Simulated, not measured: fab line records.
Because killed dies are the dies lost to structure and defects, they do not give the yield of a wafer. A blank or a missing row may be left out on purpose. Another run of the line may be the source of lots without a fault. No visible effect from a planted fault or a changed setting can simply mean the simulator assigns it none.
Code-filled problem report in 8D (eight disciplines) form || flow nand-harc || the parts of the form that need people (team, actions taken, sign-off) are left out

1. WHAT WENT WRONG
Mean of plate-temp-C at NHARC_P_ZERO_WELL_PEB_09: 128.70 C across 9 wafers in 3 lots; on wafers with no fault it is 128.00 C (standard deviation 0.13). That puts it +5.4 standard deviations away from the usual mean.
The step: peb time 80 s.
The first sign was on wafer L763.2 at day 4 13:02, on litho-track-02. The record has a number at this step for 39 wafers belonging to 13 lots. By rule, "out" or "out of limits" means more than 4 standard deviations away from the usual mean. The other wafers with a number count as sound.

2. WHAT IT IS; WHAT IT IS NOT
{"question": "which readings at this step", "is": "plate-temp-C", "is not": "exhaust-pa"}
{"question": "which lots", "is": "L763, L765, L766", "is not": "L751, L752, L753, L754, L755, L756, L757, L758, L759, L773"}
{"question": "which wafers of those lots", "is": "all that have a number", "is not": "-"}
{"question": "read on which tools", "is": "litho-track-02", "is not": "litho-track-03, litho-track-05"}
{"question": "when", "is": "from day 4 13:02", "is not": "up to then (27 sound wafers); but 3 sound wafers of L773 came after"}

3. THE SUSPECTS, EACH WITH WHAT RULES IT OUT
Counting: any tool at a process step up to the reading is kept as a suspect provided that every lot that is out went through it and no sound lot did after the first of them.
- litho-track-02 at NHARC_P_ZERO_WELL_PEB_09 (peb time 80 s): kept. All lots that are out passed through it, beginning with L763 at day 4 13:02, and no sound lot followed; its final sound lot before that point was L758 at day 3 07:09. On those wafers its own readings are out: plate-temp-C.
Left after counting: litho-track-02 at NHARC_P_ZERO_WELL_PEB_09.

4. THE CAUSE (what the simulator had put in)
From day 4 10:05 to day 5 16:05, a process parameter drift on litho-track-02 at NHARC_P_ZERO_WELL_PEB_09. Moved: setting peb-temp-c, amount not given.
Counting left only this tool.

5. THE CHAIN OF EFFECTS, in route order
Each row: a reading where the mean over the struck wafers with a number is more than 3 standard deviations away from the usual. Readings are gone through only where the record gives a usual standard deviation; hours: the median, over the lots, of the time from a lot's start at the first step in this table giving one to that lot's start at this step; sigmas: the change measured in usual standard deviations.
{"hours": 0, "step": "NHARC_P_ZERO_WELL_PEB_09", "reading": "plate-temp-C", "usual": "128.00 C", "on struck wafers": 128.70, "change": "+0.70", "sigmas": "+5.4"}
It contains these process steps:
- NHARC_P_ZERO_WELL_PEB_09: peb time 80 s.
Later steps that measure or inspect, where all struck wafers having a row at the step show a number for every such reading and not one has moved that far: NHARC_P_GATE_CD_MEAS_59.

6. WHAT WOULD HAVE CAUGHT IT SOONER
First out-of-limits reading in this record: day 4 13:02, which is 3 hours after fault onset at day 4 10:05.
